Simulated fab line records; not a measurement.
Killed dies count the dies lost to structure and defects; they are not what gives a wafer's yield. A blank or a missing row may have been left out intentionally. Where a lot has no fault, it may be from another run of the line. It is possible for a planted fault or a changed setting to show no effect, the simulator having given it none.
Split-lot experiment || flow n5-finfet || route with 1938 steps; 7 lots, 21 wafers read

== ABOUT THE SPLIT ==
At N5_BEOL_M3_COAT_22 (resist thk 30 nm), the setting spin-rpm was moved away from the recipe's 1500 rpm on 8 of the 21 wafers read, by -8.4% to +5.7%. The other wafers ran this setting at the recipe's value.

The reading comes from the split's own step.

== THE READING ==
CAR-EUV_of_BEOL_M3_COAT_22.thk-nm (the simulator's own value, which no gauge read), in nm, at N5_BEOL_M3_COAT_22 (resist thk 30 nm). The file does not state a usual value for it. The 13 wafers here that ran the recipe average 30.1 nm, standard deviation 0.097 nm.

{"wafer": "L076.1", "tool, chamber at the split": "litho-track-05, 0", "spin-rpm as run, rpm": 1500, "against the recipe": "recipe", "CAR-EUV_of_BEOL_M3_COAT_22.thk-nm, nm": 30.2, "against lot-mates on the recipe": "-"}
{"wafer": "L076.5", "tool, chamber at the split": "litho-track-05, 0", "spin-rpm as run, rpm": 1500, "against the recipe": "recipe", "CAR-EUV_of_BEOL_M3_COAT_22.thk-nm, nm": 30.2, "against lot-mates on the recipe": "-"}
{"wafer": "L076.4", "tool, chamber at the split": "litho-track-05, 0", "spin-rpm as run, rpm": 1374, "against the recipe": "-8.4%", "CAR-EUV_of_BEOL_M3_COAT_22.thk-nm, nm": 31.6, "against lot-mates on the recipe": "+1.4"}
{"wafer": "L079.3", "tool, chamber at the split": "litho-track-01, 0", "spin-rpm as run, rpm": 1432, "against the recipe": "-4.5%", "CAR-EUV_of_BEOL_M3_COAT_22.thk-nm, nm": 30.8, "against lot-mates on the recipe": "+0.8"}
{"wafer": "L079.4", "tool, chamber at the split": "litho-track-01, 0", "spin-rpm as run, rpm": 1432, "against the recipe": "-4.5%", "CAR-EUV_of_BEOL_M3_COAT_22.thk-nm, nm": 30.8, "against lot-mates on the recipe": "+0.8"}
{"wafer": "L079.6", "tool, chamber at the split": "litho-track-01, 0", "spin-rpm as run, rpm": 1500, "against the recipe": "recipe", "CAR-EUV_of_BEOL_M3_COAT_22.thk-nm, nm": 30, "against lot-mates on the recipe": "-"}
{"wafer": "L080.4", "tool, chamber at the split": "litho-track-03, 0", "spin-rpm as run, rpm": 1500, "against the recipe": "recipe", "CAR-EUV_of_BEOL_M3_COAT_22.thk-nm, nm": 30, "against lot-mates on the recipe": "-"}
{"wafer": "L080.5", "tool, chamber at the split": "litho-track-03, 0", "spin-rpm as run, rpm": 1500, "against the recipe": "recipe", "CAR-EUV_of_BEOL_M3_COAT_22.thk-nm, nm": 30, "against lot-mates on the recipe": "-"}
{"wafer": "L080.6", "tool, chamber at the split": "litho-track-03, 0", "spin-rpm as run, rpm": 1500, "against the recipe": "recipe", "CAR-EUV_of_BEOL_M3_COAT_22.thk-nm, nm": 30, "against lot-mates on the recipe": "-"}
{"wafer": "L084.1", "tool, chamber at the split": "litho-track-03, 0", "spin-rpm as run, rpm": 1500, "against the recipe": "recipe", "CAR-EUV_of_BEOL_M3_COAT_22.thk-nm, nm": 30, "against lot-mates on the recipe": "-"}
{"wafer": "L084.4", "tool, chamber at the split": "litho-track-03, 0", "spin-rpm as run, rpm": 1500, "against the recipe": "recipe", "CAR-EUV_of_BEOL_M3_COAT_22.thk-nm, nm": 30, "against lot-mates on the recipe": "-"}
{"wafer": "L084.5", "tool, chamber at the split": "litho-track-03, 0", "spin-rpm as run, rpm": 1452, "against the recipe": "-3.2%", "CAR-EUV_of_BEOL_M3_COAT_22.thk-nm, nm": 30.4, "against lot-mates on the recipe": "+0.4"}
{"wafer": "L090.1", "tool, chamber at the split": "litho-track-01, 0", "spin-rpm as run, rpm": 1390, "against the recipe": "-7.3%", "CAR-EUV_of_BEOL_M3_COAT_22.thk-nm, nm": 31, "against lot-mates on the recipe": "+1.0"}
{"wafer": "L090.2", "tool, chamber at the split": "litho-track-01, 0", "spin-rpm as run, rpm": 1500, "against the recipe": "recipe", "CAR-EUV_of_BEOL_M3_COAT_22.thk-nm, nm": 30, "against lot-mates on the recipe": "-"}
{"wafer": "L090.4", "tool, chamber at the split": "litho-track-01, 0", "spin-rpm as run, rpm": 1390, "against the recipe": "-7.3%", "CAR-EUV_of_BEOL_M3_COAT_22.thk-nm, nm": 31.2, "against lot-mates on the recipe": "+1.2"}
{"wafer": "L095.1", "tool, chamber at the split": "litho-track-01, 0", "spin-rpm as run, rpm": 1586, "against the recipe": "+5.7%", "CAR-EUV_of_BEOL_M3_COAT_22.thk-nm, nm": 29.2, "against lot-mates on the recipe": -1.0}
{"wafer": "L095.2", "tool, chamber at the split": "litho-track-01, 0", "spin-rpm as run, rpm": 1586, "against the recipe": "+5.7%", "CAR-EUV_of_BEOL_M3_COAT_22.thk-nm, nm": 29.2, "against lot-mates on the recipe": -1.0}
{"wafer": "L095.4", "tool, chamber at the split": "litho-track-01, 0", "spin-rpm as run, rpm": 1500, "against the recipe": "recipe", "CAR-EUV_of_BEOL_M3_COAT_22.thk-nm, nm": 30.2, "against lot-mates on the recipe": "-"}
{"wafer": "L097.1", "tool, chamber at the split": "litho-track-01, 0", "spin-rpm as run, rpm": 1500, "against the recipe": "recipe", "CAR-EUV_of_BEOL_M3_COAT_22.thk-nm, nm": 30.2, "against lot-mates on the recipe": "-"}
{"wafer": "L097.5", "tool, chamber at the split": "litho-track-01, 0", "spin-rpm as run, rpm": 1500, "against the recipe": "recipe", "CAR-EUV_of_BEOL_M3_COAT_22.thk-nm, nm": 30.2, "against lot-mates on the recipe": "-"}
{"wafer": "L097.6", "tool, chamber at the split": "litho-track-01, 0", "spin-rpm as run, rpm": 1500, "against the recipe": "recipe", "CAR-EUV_of_BEOL_M3_COAT_22.thk-nm, nm": 30, "against lot-mates on the recipe": "-"}

FIT RESULTS
A straight line over all 21 wafers: CAR-EUV_of_BEOL_M3_COAT_22.thk-nm changes by -0.154 nm for each +1% of spin-rpm; r = -0.98; the points scatter about the line by 0.11 nm.
The same after taking each lot's own level away (the mean of its wafers on the recipe; 21 wafers): -0.163 nm for each +1%; r = -0.99; scatter 0.07 nm.
Per that fit: largest spin-rpm move, reading shift of 1.4 nm.
The lots' own levels span 30.00 to 30.20 nm, that is 2.1 times the standard deviation above.
Hence the lot-to-lot level has little effect on the slope; both slopes agree.
Check: +1.34 nm against its lot-mates is what the line predicts for one of the wafers moved furthest among these (-8.4%) when that wafer is left out of the fit. It came out at +1.4 nm against them.

== THE OTHER SPLITS THESE WAFERS WENT THROUGH ==
Before the reading, these wafers also passed through other splits. Each is held against what the fit with the lots' levels taken away leaves over:
{"other split on the same wafers": "N5_MOL_CONTACT_COAG_COAT_63 spin-rpm", "wafers away from the commonest value": 5, "r with CAR-EUV_of_BEOL_M3_COAT_22.thk-nm (lot level and that fit taken away)": -0.18}
{"other split on the same wafers": "N5_BEOL_M0_SAQP_COAT_105 spin-rpm", "wafers away from the commonest value": 7, "r with CAR-EUV_of_BEOL_M3_COAT_22.thk-nm (lot level and that fit taken away)": "+0.27"}
{"other split on the same wafers": "N5_BEOL_M0_SAQP_COAT_34 spin-rpm", "wafers away from the commonest value": 4, "r with CAR-EUV_of_BEOL_M3_COAT_22.thk-nm (lot level and that fit taken away)": -0.56}
{"other split on the same wafers": "N5_BEOL_M0_TRENCH_ETCH_107 target-depth-a", "wafers away from the commonest value": 7, "r with CAR-EUV_of_BEOL_M3_COAT_22.thk-nm (lot level and that fit taken away)": "+0.20"}
{"other split on the same wafers": "N5_BEOL_M1_ETCH_64 time-s", "wafers away from the commonest value": 5, "r with CAR-EUV_of_BEOL_M3_COAT_22.thk-nm (lot level and that fit taken away)": "+0.20"}
{"other split on the same wafers": "N5_BEOL_M1_COAT_22 spin-rpm", "wafers away from the commonest value": 11, "r with CAR-EUV_of_BEOL_M3_COAT_22.thk-nm (lot level and that fit taken away)": -0.32}

== FILE'S OWN FIT ==
CAR-EUV_of_BEOL_M3_COAT_22.thk-nm changes by -0.162 nm for each +1% of spin-rpm, r = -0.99.
